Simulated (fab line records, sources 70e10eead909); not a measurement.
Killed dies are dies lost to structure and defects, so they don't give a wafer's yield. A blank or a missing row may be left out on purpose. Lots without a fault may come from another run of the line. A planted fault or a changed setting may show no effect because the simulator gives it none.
Which tool did it? | flow nand_harc | 12 lots, 36 wafers sampled, at 3 steps of a route of 1302

WHAT THE GAUGES READ, wafer by wafer
NHARC_P_M0_OVL_MEAS_10: pitch 180 nm.
lot  | measured     | on         | overlay_x_nm (nm)
L075 | day 6 09:18  | overlay-02 | -0.2 -0.7 -1.1
L077 | day 7 07:59  | overlay-02 | 0.1 0.1 0.2
L079 | day 8 06:44  | overlay-01 | -0.6 -0.3 -0.7
L081 | day 8 20:40  | overlay-02 | -0.6 -1.1 -0.3
L083 | day 10 00:02 | overlay-02 | -1.9 -1.5 -1.0
L085 | day 10 12:58 | overlay-02 | -0.2 -0.9 -1.1
L087 | day 12 02:10 | overlay-02 | -0.9 -1.3 -0.6
L088 | day 12 03:14 | overlay-01 | -1.1 -0.5 0.5
L091 | day 13 02:52 | overlay-02 | 1.0 0.4 1.1
L093 | day 14 02:01 | overlay-02 | 0.7 0.3 0.0
L095 | day 15 01:34 | overlay-02 | -0.7 -1.5 -1.2
L097 | day 15 17:17 | overlay-01 | -0.8 -0.9 -0.7

WHICH TOOL RAN EACH LOT (tool, then ch and the chambers of the sampled wafers, then the start)
lot  | NHARC_P_CONTACT_DEGAS_38     | NHARC_P_CONTACT_CVD_23
L075 | pvd_sputter-02, day 6 06:49  | cvd_w-01 ch 0,1, day 6 09:18 or earlier
L077 | pvd_sputter-02, day 7 05:29  | cvd_w-02 ch 0,1, day 7 07:59 or earlier
L079 | pvd_sputter-02, day 8 04:14  | cvd_w-02 ch 0, day 8 06:44 or earlier
L081 | pvd_sputter-03, day 8 18:07  | cvd_w-02 ch 0,1, day 8 20:40 or earlier
L083 | pvd_sputter-01, day 9 21:27  | cvd_w-02 ch 0,1, day 10 00:02 or earlier
L085 | pvd_sputter-02, day 10 10:26 | cvd_w-01 ch 0,1, day 10 12:58 or earlier
L087 | pvd_sputter-02, day 11 23:42 | cvd_w-01 ch 0,1, day 12 02:10 or earlier
L088 | pvd_sputter-02, day 12 00:52 | cvd_w-01 ch 0,1, day 12 03:14 or earlier
L091 | pvd_sputter-01, day 13 00:23 | cvd_w-01 ch 0,1, day 13 02:52 or earlier
L093 | pvd_sputter-03, day 13 23:40 | cvd_w-02 ch 0,1, day 14 02:01 or earlier
L095 | pvd_sputter-03, day 14 22:58 | cvd_w-02 ch 0,1, day 15 01:34 or earlier
L097 | pvd_sputter-02, day 15 14:47 | cvd_w-01 ch 0,1, day 15 17:17 or earlier
- NHARC_P_CONTACT_DEGAS_38: time 60 s.
- NHARC_P_CONTACT_CVD_23: deposits W, target thk 200 nm, time 557 s.

THE ANSWER, worked out from the rows above alone
Rule: what is usual is taken from the lots themselves. Put in order of their means at a reading, lots are off if they are a third of the lots or fewer, leave a main group of 4 or more, and stand apart from it by a gap of 3 or more times the standard deviation of the main group's means; of several such gaps the widest counts. A main group whose means are all the same, to the digits that the tables above print for the reading, isn't used. A lot without any number at a reading at which 4 lots or more have one is off too. The other lots that the step has rows for count as sound.
No lot is off at any reading shown: from this, nothing can be told.

WHAT THE SIMULATOR HAD PUT IN
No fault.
